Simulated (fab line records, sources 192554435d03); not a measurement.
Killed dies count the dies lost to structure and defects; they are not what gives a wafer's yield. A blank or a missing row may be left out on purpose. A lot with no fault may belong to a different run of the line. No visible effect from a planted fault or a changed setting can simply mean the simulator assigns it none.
Which of the tools did it? + flow n5 finfet + 19 lots, 57 wafers sampled, at 6 steps of a route of 1938

== WHAT THE GAUGES SHOWED, per wafer ==
The record holds no reading of a measuring or inspecting step that can be judged against a usual standard deviation.

== TOOL THAT RAN EACH LOT (tool first, then ch and the chambers of the sampled wafers, then the start) ==
| lot  | N5_MOL_CONTACT_COAG_ETCH_90        | N5_MOL_CONTACT_COAG_ALD_131       | N5_MOL_CONTACT_COAG_DESCUM_45      | N5_MOL_CONTACT_COAG_ETCHBACK_134   | N5_MOL_CONTACT_COAG_ETCH_124       | N5_MOL_CONTACT_COAG_CMP_52    |
|------|------------------------------------|-----------------------------------|------------------------------------|------------------------------------|------------------------------------|-------------------------------|
| L074 | rie diel-03 ch 1,2, day 5 11:31    | ald sin-04 ch 0,3, day 5 11:44    | rie diel-04 ch 1,3, day 5 12:57    | rie diel-03 ch 0,1, day 5 13:23    | rie diel-03 ch 0,1, day 5 13:35    | cmp-04 ch 0,2, day 5 14:22    |
| L075 | rie diel-04 ch 0,1,3, day 5 12:05  | ald sin-04 ch 0,1,3, day 5 12:10  | rie diel-04 ch 0,2,3, day 5 13:46  | rie diel-05 ch 0,1,3, day 5 14:05  | rie diel-05 ch 0,1,3, day 5 14:16  | cmp-04 ch 1,2,3, day 5 15:02  |
| L076 | rie diel-03 ch 0,1,3, day 5 15:28  | ald sin-01 ch 0,3, day 5 15:33    | rie diel-05 ch 0,1, day 5 16:47    | rie diel-03 ch 0,1,3, day 5 17:24  | rie diel-03 ch 0,1,3, day 5 17:35  | cmp-04 ch 1,2,3, day 5 18:39  |
| L078 | rie diel-04 ch 0,1,2, day 6 02:34  | ald sin-01 ch 0,1,3, day 6 02:38  | rie diel-03 ch 0,1,3, day 6 03:52  | rie diel-03 ch 0,1,3, day 6 04:11  | rie diel-03 ch 0,1,3, day 6 04:22  | cmp-02 ch 0,1,2, day 6 05:14  |
| L077 | rie diel-03 ch 0,1,3, day 6 06:46  | ald sin-02 ch 0,1, day 6 06:50    | rie diel-04 ch 0,3, day 6 07:59    | rie diel-05 ch 0,3, day 6 08:21    | rie diel-05 ch 0,3, day 6 08:32    | cmp-04 ch 0,3, day 6 09:28    |
| L079 | rie diel-03 ch 1,3, day 6 13:22    | ald sin-04 ch 0,1, day 6 13:27    | rie diel-05 ch 0,1,3, day 6 14:46  | rie diel-03 ch 0,3, day 6 15:05    | rie diel-03 ch 0,3, day 6 15:16    | cmp-01 ch 0,3, day 6 16:02    |
| L080 | rie diel-03 ch 1,2,3, day 6 16:31  | ald sin-04 ch 0,1,2, day 6 16:36  | rie diel-04 ch 0,1,3, day 6 17:53  | rie diel-04 ch 1,2,3, day 6 18:19  | rie diel-04 ch 1,2,3, day 6 18:30  | cmp-02 ch 0,2,3, day 6 19:16  |
| L082 | rie diel-04 ch 0,1,2, day 7 03:26  | ald sin-04 ch 0,1,2, day 7 03:51  | rie diel-03 ch 1,2,3, day 7 05:05  | rie diel-05 ch 0,3, day 7 05:26    | rie diel-05 ch 0,3, day 7 05:37    | cmp-01 ch 2,3, day 7 06:24    |
| L083 | rie diel-05 ch 0,1,3, day 7 05:16  | ald sin-02 ch 0,1,2, day 7 05:20  | rie diel-04 ch 1,2, day 7 07:17    | rie diel-04 ch 0,2, day 7 07:40    | rie diel-04 ch 0,2, day 7 07:50    | cmp-04 ch 0,1,3, day 7 08:37  |
| L085 | rie diel-03 ch 0,1,2, day 7 22:11  | ald sin-02 ch 0,2,3, day 7 22:16  | rie diel-04 ch 0,1,2, day 7 23:33  | rie diel-03 ch 0,1,2, day 8 01:06  | rie diel-03 ch 0,1,2, day 8 01:17  | cmp-04 ch 1,2,3, day 8 02:04  |
| L088 | rie diel-04 ch 0,1,2, day 8 18:25  | ald sin-01 ch 0,2,3, day 8 19:34  | rie diel-05 ch 1,2,3, day 8 21:01  | rie diel-03 ch 0,2,3, day 8 21:20  | rie diel-03 ch 0,2,3, day 8 21:31  | cmp-01 ch 0,1,2, day 8 22:17  |
| L089 | rie diel-05 ch 0,2,3, day 8 20:46  | ald sin-01 ch 0,2,3, day 8 20:51  | rie diel-04 ch 2,3, day 8 21:59    | rie diel-05 ch 0,1,2, day 8 23:17  | rie diel-05 ch 0,1,2, day 8 23:29  | cmp-01 ch 0,1,3, day 9 00:15  |
| L090 | rie diel-05 ch 0,3, day 9 07:19    | ald sin-01 ch 0,1,2, day 9 07:28  | rie diel-05 ch 1,2,3, day 9 08:38  | rie diel-05 ch 1,3, day 9 08:58    | rie diel-05 ch 1,3, day 9 09:09    | cmp-04 ch 1,2,3, day 9 09:59  |
| L091 | rie diel-05 ch 1,2,3, day 9 09:43  | ald sin-01 ch 1,2,3, day 9 09:47  | rie diel-03 ch 0,1,2, day 9 11:15  | rie diel-05 ch 0,1,2, day 9 12:20  | rie diel-05 ch 0,1,2, day 9 12:31  | cmp-02 ch 0,2, day 9 13:20    |
| L092 | rie diel-05 ch 0,2,3, day 9 21:32  | ald sin-01 ch 1,2,3, day 9 21:37  | rie diel-03 ch 2,3, day 9 22:43    | rie diel-04 ch 0,1,3, day 9 23:38  | rie diel-04 ch 0,1,3, day 9 23:49  | cmp-02 ch 1,2, day 10 00:36   |
| L093 | rie diel-05 ch 1,3, day 10 04:20   | ald sin-04 ch 0,1,2, day 10 04:25 | rie diel-05 ch 0,3, day 10 05:39   | rie diel-04 ch 0,3, day 10 06:15   | rie diel-04 ch 0,3, day 10 06:26   | cmp-02 ch 1,3, day 10 07:16   |
| L094 | rie diel-04 ch 1,3, day 10 04:44   | ald sin-04 ch 1,2, day 10 04:49   | rie diel-05 ch 1,2,3, day 10 05:56 | rie diel-03 ch 0,2, day 10 06:26   | rie diel-03 ch 0,2, day 10 06:37   | cmp-04 ch 0,2, day 10 07:25   |
| L096 | rie diel-03 ch 0,3, day 10 18:25   | ald sin-02 ch 1,3, day 10 18:44   | rie diel-04 ch 1,3, day 10 19:51   | rie diel-05 ch 0,1,3, day 10 20:16 | rie diel-05 ch 0,1,3, day 10 20:27 | cmp-02 ch 0,3, day 10 21:13   |
| L097 | rie diel-05 ch 0,2,3, day 10 23:19 | ald sin-02 ch 1,2,3, day 10 23:39 | rie diel-05 ch 0,2,3, day 11 00:55 | rie diel-04 ch 1,2,3, day 11 01:14 | rie diel-04 ch 1,2,3, day 11 01:25 | cmp-04 ch 0,1,2, day 11 02:12 |
- N5_MOL_CONTACT_COAG_ETCH_90: etches SiARC in CF4, target depth 13 nm, time 21.7 s.
- N5_MOL_CONTACT_COAG_ALD_131: deposits SiO2, target thk 5 nm, pulse time 1 s, co reactant pulse time 1 s.
- N5_MOL_CONTACT_COAG_DESCUM_45: chemistry O2, time 7 s.
- N5_MOL_CONTACT_COAG_ETCHBACK_134: etches SiO2 in CHF3, target depth 10 nm, time 6.7 s.
- N5_MOL_CONTACT_COAG_ETCH_124: etches SiNx in CH3F/O2, stops on SiOC, target depth 6.5 nm.
- N5_MOL_CONTACT_COAG_CMP_52: polishes, stops on SiO2, t overpolish 1.5 s, target thk 66.5 nm.

== AS READ BY THE TOOLS THEMSELVES (means over the sampled wafers that have a number; for cases with no such wafer, the mark the record gives instead) ==
N5_MOL_CONTACT_COAG_ETCH_90. Usual: drypump motor current A 5.6 A, standard deviation 0.57; etch rf on time s 21.6 s, standard deviation 0.48; mfc ar sccm 99.9 sccm, standard deviation 0.32; oes product au 0.68 a.u., standard deviation 0.068; rf vpp V 183.8 V, standard deviation 1.3; showerhead plenum p Torr 2.12 Torr, standard deviation 0.079; throttle valve pct 15.64 %, standard deviation 0.23.
| lot  | tool        | drypump motor current A (A) | etch rf on time s (s) | mfc ar sccm (sccm) | oes product au (a.u.) | rf vpp V (V) | showerhead plenum p Torr (Torr) | throttle valve pct (%) | flag |
|------|-------------|-----------------------------|-----------------------|--------------------|-----------------------|--------------|---------------------------------|------------------------|------|
| L074 | rie diel-03 | 5.8                         | 21.6                  | 99.8               | 0.59                  | 184.8        | 2.17                            | 15.92                  |      |
| L075 | rie diel-04 | 6.2                         | 21.6                  | 99.9               | 0.71                  | 184.7        | 2.19                            | 15.56                  |      |
| L076 | rie diel-03 | 5.7                         | 21.9                  | 99.9               | 0.66                  | 183.8        | 2.10                            | 15.75                  |      |
| L078 | rie diel-04 | 6.1                         | 21.5                  | 100.0              | 0.70                  | 185.1        | 2.21                            | 15.40                  |      |
| L077 | rie diel-03 | 5.7                         | 21.7                  | 100.1              | 0.65                  | 183.9        | 2.10                            | 15.76                  |      |
| L079 | rie diel-03 | 5.8                         | 22.0                  | 99.8               | 0.62                  | 182.8        | 2.06                            | 15.81                  |      |
| L080 | rie diel-03 | 5.5                         | 21.9                  | 99.9               | 0.69                  | 183.2        | 2.10                            | 15.65                  |      |
| L082 | rie diel-04 | 6.1                         | 21.4                  | 99.7               | 0.69                  | 184.6        | 2.21                            | 15.44                  |      |
| L083 | rie diel-05 | 5.2                         | 21.5                  | 100.2              | 0.70                  | 183.2        | 2.08                            | 15.60                  |      |
| L085 | rie diel-03 | 5.5                         | 21.8                  | 100.1              | 0.70                  | 184.3        | 2.13                            | 15.64                  |      |
| L088 | rie diel-04 | 6.1                         | 21.5                  | 99.6               | 0.67                  | 184.5        | 2.21                            | 15.45                  |      |
| L089 | rie diel-05 | 5.2                         | 21.6                  | 99.9               | 0.68                  | 183.9        | 2.10                            | 15.63                  |      |
| L090 | rie diel-05 | 5.0                         | 21.8                  | 99.7               | 0.66                  | 183.5        | 2.07                            | 15.52                  |      |
| L091 | rie diel-05 | 5.5                         | 21.4                  | 100.1              | 0.69                  | 183.9        | 2.11                            | 15.77                  |      |
| L092 | rie diel-05 | 5.3                         | 21.6                  | 99.9               | 0.67                  | 183.5        | 2.10                            | 15.65                  |      |
| L093 | rie diel-05 | 5.1                         | 21.8                  | 100.2              | 0.69                  | 183.6        | 2.08                            | 15.72                  |      |
| L094 | rie diel-04 | 6.0                         | 20.9                  | 99.9               | 0.78                  | 185.3        | 2.26                            | 15.47                  |      |
| L096 | rie diel-03 | 5.4                         | 21.9                  | 99.8               | 0.66                  | 183.1        | 2.04                            | 15.69                  |      |
| L097 | rie diel-05 | 5.3                         | 21.3                  | 100.2              | 0.66                  | 183.9        | 2.09                            | 15.66                  |      |

N5_MOL_CONTACT_COAG_ALD_131. Usual: chamber pressure Torr 2.000 Torr, standard deviation 0.0047; heater power w 79 W, standard deviation 5.7; precursor pulse height rel 1.002, standard deviation 0.019.
| lot  | tool       | chamber pressure Torr (Torr) | heater power w (W) | precursor pulse height rel | flag |
|------|------------|------------------------------|--------------------|----------------------------|------|
| L074 | ald sin-04 | 2.002                        | 78                 | 1.007                      |      |
| L075 | ald sin-04 | 2.003                        | 79                 | 0.996                      |      |
| L076 | ald sin-01 | 2.000                        | 83                 | 1.013                      |      |
| L078 | ald sin-01 | 1.997                        | 83                 | 1.022                      |      |
| L077 | ald sin-02 | 1.997                        | 73                 | 1.003                      |      |
| L079 | ald sin-04 | 2.002                        | 81                 | 1.003                      |      |
| L080 | ald sin-04 | 2.000                        | 80                 | 0.996                      |      |
| L082 | ald sin-04 | 2.001                        | 80                 | 1.003                      |      |
| L083 | ald sin-02 | 2.003                        | 77                 | 1.010                      |      |
| L085 | ald sin-02 | 2.000                        | 78                 | 0.999                      |      |
| L088 | ald sin-01 | 2.000                        | 80                 | 0.982                      |      |
| L089 | ald sin-01 | 2.003                        | 79                 | 1.006                      |      |
| L090 | ald sin-01 | 1.998                        | 79                 | 1.023                      |      |
| L091 | ald sin-01 | 1.996                        | 78                 | 1.001                      |      |
| L092 | ald sin-01 | 1.999                        | 78                 | 1.017                      |      |
| L093 | ald sin-04 | 2.002                        | 80                 | 0.986                      |      |
| L094 | ald sin-04 | 2.001                        | 82                 | 1.002                      |      |
| L096 | ald sin-02 | 1.997                        | 78                 | 0.993                      |      |
| L097 | ald sin-02 | 2.001                        | 80                 | 1.016                      |      |

N5_MOL_CONTACT_COAG_DESCUM_45. Usual: bias power w 20.00 W, standard deviation 0.063; drypump motor current A 5.7 A, standard deviation 0.54; oes product au 0.80 a.u., standard deviation 0.079; rf vpp V 243.1 V, standard deviation 1.6; showerhead plenum p Torr 2.08 Torr, standard deviation 0.087; throttle valve pct 20.46 %, standard deviation 0.23.
| lot  | tool        | bias power w (W) | drypump motor current A (A) | oes product au (a.u.) | rf vpp V (V) | showerhead plenum p Torr (Torr) | throttle valve pct (%) | flag |
|------|-------------|------------------|-----------------------------|-----------------------|--------------|---------------------------------|------------------------|------|
| L074 | rie diel-04 | 19.93            | 6.0                         | 0.78                  | 242.9        | 2.06                            | 20.64                  |      |
| L075 | rie diel-04 | 20.00            | 6.0                         | 0.73                  | 243.0        | 2.09                            | 20.46                  |      |
| L076 | rie diel-05 | 19.98            | 5.4                         | 0.81                  | 242.3        | 2.02                            | 20.28                  |      |
| L078 | rie diel-03 | 19.99            | 5.7                         | 0.76                  | 242.4        | 2.05                            | 20.63                  |      |
| L077 | rie diel-04 | 20.07            | 6.2                         | 0.74                  | 242.8        | 2.05                            | 20.65                  |      |
| L079 | rie diel-05 | 20.00            | 5.2                         | 0.83                  | 241.7        | 2.03                            | 20.41                  |      |
| L080 | rie diel-04 | 20.01            | 6.1                         | 0.80                  | 243.9        | 2.13                            | 20.42                  |      |
| L082 | rie diel-03 | 19.97            | 5.5                         | 0.79                  | 242.7        | 2.05                            | 20.53                  |      |
| L083 | rie diel-04 | 20.05            | 6.0                         | 0.81                  | 244.0        | 2.18                            | 20.24                  |      |
| L085 | rie diel-04 | 19.95            | 6.1                         | 0.79                  | 245.1        | 2.17                            | 20.25                  |      |
| L088 | rie diel-05 | 19.99            | 5.5                         | 0.81                  | 242.8        | 2.06                            | 20.59                  |      |
| L089 | rie diel-04 | 20.02            | 5.9                         | 0.88                  | 245.3        | 2.18                            | 20.42                  |      |
| L090 | rie diel-05 | 20.06            | 5.5                         | 0.81                  | 242.6        | 2.05                            | 20.60                  |      |
| L091 | rie diel-03 | 20.01            | 5.5                         | 0.80                  | 243.5        | 2.08                            | 20.58                  |      |
| L092 | rie diel-03 | 19.94            | 5.3                         | 0.77                  | 241.3        | 1.97                            | 20.48                  |      |
| L093 | rie diel-05 | 20.07            | 5.0                         | 0.76                  | 242.5        | 2.02                            | 20.36                  |      |
| L094 | rie diel-05 | 20.02            | 5.5                         | 0.80                  | 243.1        | 2.05                            | 20.60                  |      |
| L096 | rie diel-04 | 19.98            | 6.0                         | 0.89                  | 246.0        | 2.22                            | 20.40                  |      |
| L097 | rie diel-05 | 19.99            | 5.3                         | 0.77                  | 242.9        | 2.05                            | 20.53                  |      |

N5_MOL_CONTACT_COAG_ETCHBACK_134. Usual: drypump motor current A 5.7 A, standard deviation 0.55; mfc ar sccm 200.1 sccm, standard deviation 0.57; oes product au 0.80 a.u., standard deviation 0.075; rf vpp V 522 V, standard deviation 10; showerhead plenum p Torr 2.37 Torr, standard deviation 0.1; throttle valve pct 18.70 %, standard deviation 0.2.
| lot  | tool        | drypump motor current A (A) | mfc ar sccm (sccm) | oes product au (a.u.) | rf vpp V (V) | showerhead plenum p Torr (Torr) | throttle valve pct (%) | flag |
|------|-------------|-----------------------------|--------------------|-----------------------|--------------|---------------------------------|------------------------|------|
| L074 | rie diel-03 | 6.0                         | 200.8              | 0.76                  | 515          | 2.40                            | 18.92                  |      |
| L075 | rie diel-05 | 5.3                         | 199.9              | 0.83                  | 512          | 2.31                            | 18.66                  |      |
| L076 | rie diel-03 | 5.7                         | 200.0              | 0.77                  | 520          | 2.32                            | 18.82                  |      |
| L078 | rie diel-03 | 5.7                         | 199.8              | 0.76                  | 520          | 2.32                            | 18.83                  |      |
| L077 | rie diel-05 | 5.0                         | 200.4              | 0.80                  | 515          | 2.31                            | 18.56                  |      |
| L079 | rie diel-03 | 5.4                         | 200.1              | 0.81                  | 524          | 2.27                            | 18.71                  |      |
| L080 | rie diel-04 | 5.9                         | 201.1              | 0.76                  | 522          | 2.37                            | 18.71                  |      |
| L082 | rie diel-05 | 4.9                         | 199.8              | 0.81                  | 513          | 2.31                            | 18.65                  |      |
| L083 | rie diel-04 | 6.0                         | 200.7              | 0.73                  | 534          | 2.41                            | 18.63                  |      |
| L085 | rie diel-03 | 5.5                         | 199.6              | 0.81                  | 522          | 2.36                            | 18.75                  |      |
| L088 | rie diel-03 | 5.2                         | 199.8              | 0.82                  | 527          | 2.28                            | 18.67                  |      |
| L089 | rie diel-05 | 5.7                         | 199.9              | 0.79                  | 522          | 2.33                            | 18.79                  |      |
| L090 | rie diel-05 | 5.1                         | 200.6              | 0.80                  | 510          | 2.31                            | 18.78                  |      |
| L091 | rie diel-05 | 5.7                         | 199.5              | 0.79                  | 522          | 2.33                            | 18.79                  |      |
| L092 | rie diel-04 | 6.2                         | 200.1              | 0.86                  | 521          | 2.51                            | 18.58                  |      |
| L093 | rie diel-04 | 6.3                         | 200.1              | 0.84                  | 520          | 2.51                            | 18.67                  |      |
| L094 | rie diel-03 | 5.1                         | 199.8              | 0.84                  | 526          | 2.31                            | 18.65                  |      |
| L096 | rie diel-05 | 5.2                         | 200.3              | 0.78                  | 513          | 2.30                            | 18.74                  |      |
| L097 | rie diel-04 | 5.9                         | 199.7              | 0.92                  | 525          | 2.45                            | 18.48                  |      |

N5_MOL_CONTACT_COAG_ETCH_124. Usual: drypump motor current A 5.7 A, standard deviation 0.55; mfc ar sccm 150.0 sccm, standard deviation 0.45; oes product au 0.69 a.u., standard deviation 0.059; rf vpp V 297 V, standard deviation 5.7; showerhead plenum p Torr 1.99 Torr, standard deviation 0.088; throttle valve pct 16.30 %, standard deviation 0.2.
| lot  | tool        | drypump motor current A (A) | mfc ar sccm (sccm) | oes product au (a.u.) | rf vpp V (V) | showerhead plenum p Torr (Torr) | throttle valve pct (%) | flag |
|------|-------------|-----------------------------|--------------------|-----------------------|--------------|---------------------------------|------------------------|------|
| L074 | rie diel-03 | 6.0                         | 150.4              | 0.64                  | 292          | 2.02                            | 16.53                  |      |
| L075 | rie diel-05 | 5.3                         | 149.6              | 0.72                  | 291          | 1.94                            | 16.25                  |      |
| L076 | rie diel-03 | 5.7                         | 150.1              | 0.66                  | 295          | 1.95                            | 16.44                  |      |
| L078 | rie diel-03 | 5.7                         | 149.7              | 0.65                  | 295          | 1.95                            | 16.45                  |      |
| L077 | rie diel-05 | 5.0                         | 149.8              | 0.68                  | 292          | 1.94                            | 16.16                  |      |
| L079 | rie diel-03 | 5.4                         | 150.3              | 0.69                  | 298          | 1.91                            | 16.31                  |      |
| L080 | rie diel-04 | 5.9                         | 149.7              | 0.65                  | 298          | 1.99                            | 16.32                  |      |
| L082 | rie diel-05 | 4.9                         | 150.2              | 0.69                  | 292          | 1.94                            | 16.25                  |      |
| L083 | rie diel-04 | 6.0                         | 149.7              | 0.63                  | 303          | 2.03                            | 16.25                  |      |
| L085 | rie diel-03 | 5.5                         | 150.3              | 0.70                  | 297          | 1.99                            | 16.34                  |      |
| L088 | rie diel-03 | 5.2                         | 150.5              | 0.71                  | 299          | 1.91                            | 16.27                  |      |
| L089 | rie diel-05 | 5.7                         | 150.3              | 0.67                  | 296          | 1.96                            | 16.37                  |      |
| L090 | rie diel-05 | 5.1                         | 149.6              | 0.70                  | 289          | 1.94                            | 16.37                  |      |
| L091 | rie diel-05 | 5.7                         | 150.3              | 0.67                  | 296          | 1.96                            | 16.37                  |      |
| L092 | rie diel-04 | 6.2                         | 149.8              | 0.73                  | 296          | 2.11                            | 16.17                  |      |
| L093 | rie diel-04 | 6.3                         | 149.7              | 0.71                  | 295          | 2.11                            | 16.25                  |      |
| L094 | rie diel-03 | 5.1                         | 149.7              | 0.72                  | 297          | 1.94                            | 16.24                  |      |
| L096 | rie diel-05 | 5.3                         | 149.8              | 0.66                  | 291          | 1.93                            | 16.34                  |      |
| L097 | rie diel-04 | 5.9                         | 150.1              | 0.77                  | 298          | 2.07                            | 16.06                  |      |

N5_MOL_CONTACT_COAG_CMP_52. Usual: motor current A 12.3 A, standard deviation 1.2; overpolish run s 1.502 s, standard deviation 0.0086; time to endpoint s 12.9 s, standard deviation 2.4.
| lot  | tool   | motor current A (A) | overpolish run s (s) | time to endpoint s (s) | flag |
|------|--------|---------------------|----------------------|------------------------|------|
| L074 | cmp-04 | 10.8                | 1.500                | 11.8                   |      |
| L075 | cmp-04 | 12.3                | 1.500                | 13.7                   |      |
| L076 | cmp-04 | 12.2                | 1.507                | 13.4                   |      |
| L078 | cmp-02 | 12.7                | 1.505                | 11.0                   |      |
| L077 | cmp-04 | 12.9                | 1.499                | 15.4                   |      |
| L079 | cmp-01 | 12.8                | 1.508                | 10.3                   |      |
| L080 | cmp-02 | 12.0                | 1.491                | 13.2                   |      |
| L082 | cmp-01 | 13.1                | 1.507                | 11.7                   |      |
| L083 | cmp-04 | 12.7                | 1.503                | 15.7                   |      |
| L085 | cmp-04 | 12.7                | 1.502                | 13.1                   |      |
| L088 | cmp-01 | 12.0                | 1.496                | 12.3                   |      |
| L089 | cmp-01 | 12.1                | 1.503                | 12.7                   |      |
| L090 | cmp-04 | 12.3                | 1.504                | 11.7                   |      |
| L091 | cmp-02 | 12.3                | 1.506                | 12.8                   |      |
| L092 | cmp-02 | 12.8                | 1.505                | 10.9                   |      |
| L093 | cmp-02 | 11.7                | 1.510                | 13.6                   |      |
| L094 | cmp-04 | 11.7                | 1.511                | 12.4                   |      |
| L096 | cmp-02 | 11.1                | 1.502                | 13.4                   |      |
| L097 | cmp-04 | 11.4                | 1.502                | 13.4                   |      |

== THE ANSWER, worked out from the rows above alone ==
Rule: lot off if the mean of its wafers having a number is beyond 3 standard deviations from the usual mean. Also off: a lot with no number at a reading for which 4 or more lots have one. The other lots that the step has rows for count as sound. The gauges are gone through in route order, then the tools' own readings, and for those a lot's mean is taken as printed above. The first step at which some lot is off is used, and at that step the reading that is off furthest; a lot without a number counts as furthest.
None of the lots is off at any reading shown; this tells nothing.

== WHAT HAD BEEN PUT IN BY THE SIMULATOR ==
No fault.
